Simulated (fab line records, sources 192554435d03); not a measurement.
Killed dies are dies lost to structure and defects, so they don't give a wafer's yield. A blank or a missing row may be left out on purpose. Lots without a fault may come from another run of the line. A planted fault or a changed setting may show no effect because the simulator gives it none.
A struck lot beside a sound one | flow n5_finfet | 37 steps out of a route of 1938
Sound: wafers L783.2, L783.3, L783.4. Struck: wafers L771.1, L771.4, L771.6. The cause comes at the end.
At each step with rows: each side's tool, then ch and its chambers, then its first start. Under that, the readings that differ: sound wafers | struck wafers | difference of the means | sigmas: that difference in standard deviations of wafers without a fault.
alike: readings whose means differ by less than 2 such deviations, and words and numbers that are the same on both sides. not compared: withheld readings, readings that some wafer has no value for, bounds like >300 that may hide the same value, and numbers for which the record gives no deviation and whose values overlap.
The two part at a step that has a row with sigmas, a row that says differs or no value, or rows on one side only. Numbers that don't overlap but have no deviation are shown without sigmas and don't part them. A reading that every wafer of one side lacks parts them only if that side has two wafers or more.

first, 9 steps without rows for these wafers: N5_WELL_APT_COAT_02 (resist thk 950 nm); N5_WELL_APT_EBR_04; N5_WELL_APT_SOFTBAKE_03 (time 60 s); N5_WELL_APT_EXPOSE_05 (exposes mask NWELL, defocus 0 nm, target cd 200 nm); N5_WELL_APT_PEB_06 (peb time 90 s); N5_WELL_APT_DEVELOP_07 (develop time 45 s); N5_WELL_APT_HARDBAKE_12 (time 120 s); N5_WELL_APT_DESCUM_13 (chemistry O2, time 7.9 s); N5_WELL_APT_IMPLANT_14.
N5_WELL_APT_IMPLANT_15:
  sound on implanter-02 ch 0, day 7 08:09; struck on implanter-01 ch 0, day 4 08:22
  reading            | sound                            | struck                        | difference | sigmas
  dose_ions_cm2      | 1.4982e+13 1.4997e+13 1.5007e+13 | 4.753e+12 4.756e+12 4.762e+12 | -1.024e+13 | -99 or more
  faraday_current_uA | 191 189 187                      | 60 62 59                      | -129       | -31
then, 25 steps without rows for these wafers: N5_WELL_APT_STRIP_16 (strips in SPM, time 900 s); N5_WELL_APT_HMDS_18 (time 60 s); N5_WELL_APT_COAT_19 (resist thk 950 nm); N5_WELL_APT_EBR_21; N5_WELL_APT_SOFTBAKE_20 (time 60 s); N5_WELL_APT_EXPOSE_22 (exposes mask PWELL, defocus 0 nm, target cd 200 nm); N5_WELL_APT_PEB_23 (peb time 90 s); N5_WELL_APT_DEVELOP_24 (develop time 45 s); N5_WELL_APT_HARDBAKE_29 (time 120 s); N5_WELL_APT_DESCUM_30 (chemistry O2, time 7.9 s); N5_WELL_APT_IMPLANT_31; N5_WELL_APT_IMPLANT_32; N5_WELL_APT_STRIP_33 (strips in SPM, time 900 s); N5_WELL_APT_RTA_34 (time 10 s); N5_WELL_APT_OXIDE_STRIP_42 (strips SiO2 in dHF, time 45 s, target depth 12 nm); N5_WELL_APT_PRECLEAN_36 (cleans in O3/DIW, time 45 s); N5_WELL_APT_PRECLEAN_39 (cleans in dHF, time 60 s); N5_WELL_APT_SRD_37 (time 30 s); N5_WELL_APT_EPI_41 (deposits Si from SiH4/H2, target thk 50 nm, time 297.7 s); N5_PMOS_HMC_CHANNEL_EPI_HM_DEP_34 (deposits SiO2 from TEOS/O2, target thk 36 nm, time 6.9 s); N5_PMOS_HMC_CHANNEL_EPI_COAT_31 (time 60 s, resist thk 66 nm); N5_PMOS_HMC_CHANNEL_EPI_COAT_03 (resist thk 205 nm); N5_PMOS_HMC_CHANNEL_EPI_EBR_05; N5_PMOS_HMC_CHANNEL_EPI_SOFTBAKE_04 (time 60 s); N5_PMOS_HMC_CHANNEL_EPI_EXPOSE_06 (exposes mask PMOS HMC BLK, target cd 240 nm).
-- the record jumps here: 7 days lie between the struck wafers' starts before and after (it left off in module PMOS_HMC_CHANNEL_EPI and takes up again in module BEOL_M4, whose first step shown is number 1111 of the route) --
N5_BEOL_M4_RC_MEAS_101:
  sound on prober-02 ch 0, day 15 04:00; struck on prober-01 ch 0, day 10 21:54
  reading        | sound          | struck         | difference | sigmas
  CJ_P           | 5.74 5.96 5.81 | 3.33 3.27 3.38 | -2.51      | -13
  IOFF_P (nA/um) | 0.23 0.19 0.19 | 0.32 0.40 0.35 | +0.15      | +4
  SS_P (mV/dec)  | 73.0 72.4 72.4 | 74.2 75.0 73.5 | +1.6       | +2
  VT_P (mV)      | -251 -252 -250 | -243 -242 -240 | +9         | +3
  alike: DIBL_N, DIBL_P, IOFF_N, ION_N, ION_P, SS_N, VT_N
-- the record jumps here: 4 days lie between the struck wafers' starts before and after (it left off in module BEOL_M4 and takes up again in module PASSIVATION, whose first step shown is number 1936 of the route) --
N5_PASSIVATION_PROBE_49:
  sound on prober-02, day 19 06:55; struck on prober-01, day 15 06:17
  reading                | sound  | struck   | difference | sigmas
  killed_at_contacts     | 9 11 5 | 18 25 19 | +12        | +2
  sort_bin_4_leakage (%) | 0 0 0  | 0 0.17 0 | +0         | +4
  alike: defect_limited_yield, killed_at_M0_to_M3, killed_at_M4_up, killed_at_front_end, killed_at_other, killed_dies, killed_open, killed_short, sort_bin_5_function, sort_bin_6_memory, sort_n_pass, sort_yield_pct

WHERE THEY PART
First at N5_WELL_APT_IMPLANT_15; last, within this record, at N5_PASSIVATION_PROBE_49.

WHY: what the simulator had put in
Process parameter drift: implanter-01, from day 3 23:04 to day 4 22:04, at N5_WELL_APT_IMPLANT_15. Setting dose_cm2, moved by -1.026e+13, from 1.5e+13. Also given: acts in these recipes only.
